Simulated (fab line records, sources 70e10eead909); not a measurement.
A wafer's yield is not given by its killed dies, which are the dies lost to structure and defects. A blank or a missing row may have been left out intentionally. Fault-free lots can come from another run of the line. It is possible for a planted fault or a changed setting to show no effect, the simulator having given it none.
Matching of chambers    flow nand-harc    pecvd-04 running NHARC_A_M1_DEP_33: 3 sister chambers
The step deposits SiCN, target thk 30 nm. 16 wafers are shown with their chamber, then 8 later ones without.

EACH WAFER AND ITS CHAMBER
wafer   chamber  heater-power-outer-w (W)  heater-power-w (W)
L503.2  1        414                       719
L503.3  1        418                       752
L503.4  2        327                       623
L504.1  2        358                       641
L504.2  1        407                       701
L504.6  2        349                       666
L508.2  0        363                       652
L508.3  1        412                       721
L508.4  0        358                       665
L510.2  1        341                       619
L510.5  1        344                       641
L510.6  2        356                       674
L512.1  0        326                       580
L512.2  2        304                       578
L512.4  0        327                       594
L513.1  0        376                       658

SIGNATURES (means of the wafers above)
reading               chamber 0  chamber 1  chamber 2  scatter within a chamber
heater-power-outer-w  350.00     389.33     338.80     28.8
heater-power-w        629.80     692.17     636.40     44.2
Rule: a wafer's distance from a chamber is the root of the sum, over the readings, of the square of ((its reading less the chamber's mean) divided by the reading's scatter). If the next closest chamber is less than 2 further off than the closest, the wafer can't be placed; otherwise it belongs to the closest. How the scatter is found: for the shown wafers, subtract from each reading the mean of its chamber, square and add these, divide the total by (wafers less chambers), then take the root.

WAFERS WHOSE CHAMBER IS MISSING
wafer   heater-power-outer-w (W)  heater-power-w (W)
L513.2  415                       707
L513.3  334                       654
L515.1  322                       622
L515.4  410                       694
L515.6  336                       615
L517.2  420                       729
L517.3  348                       663
L517.5  346                       632

WHICH CHAMBER EACH ONE RAN IN
wafer   from the rows above           in truth
L513.2  can't be placed: 1 or 0       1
L513.3  can't be placed: 2 or 0 or 1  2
L515.1  can't be placed: 2 or 0       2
L515.4  can't be placed: 1 or 0       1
L515.6  can't be placed: 2 or 0       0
L517.2  can't be placed: 1 or 0       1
L517.3  can't be placed: 2 or 0 or 1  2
L517.5  can't be placed: 0 or 2 or 1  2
Correct placement for 0 of the 8. Unplaceable from these rows: 8, with the true chamber sitting among the candidates in 8. 0 placed wrongly.
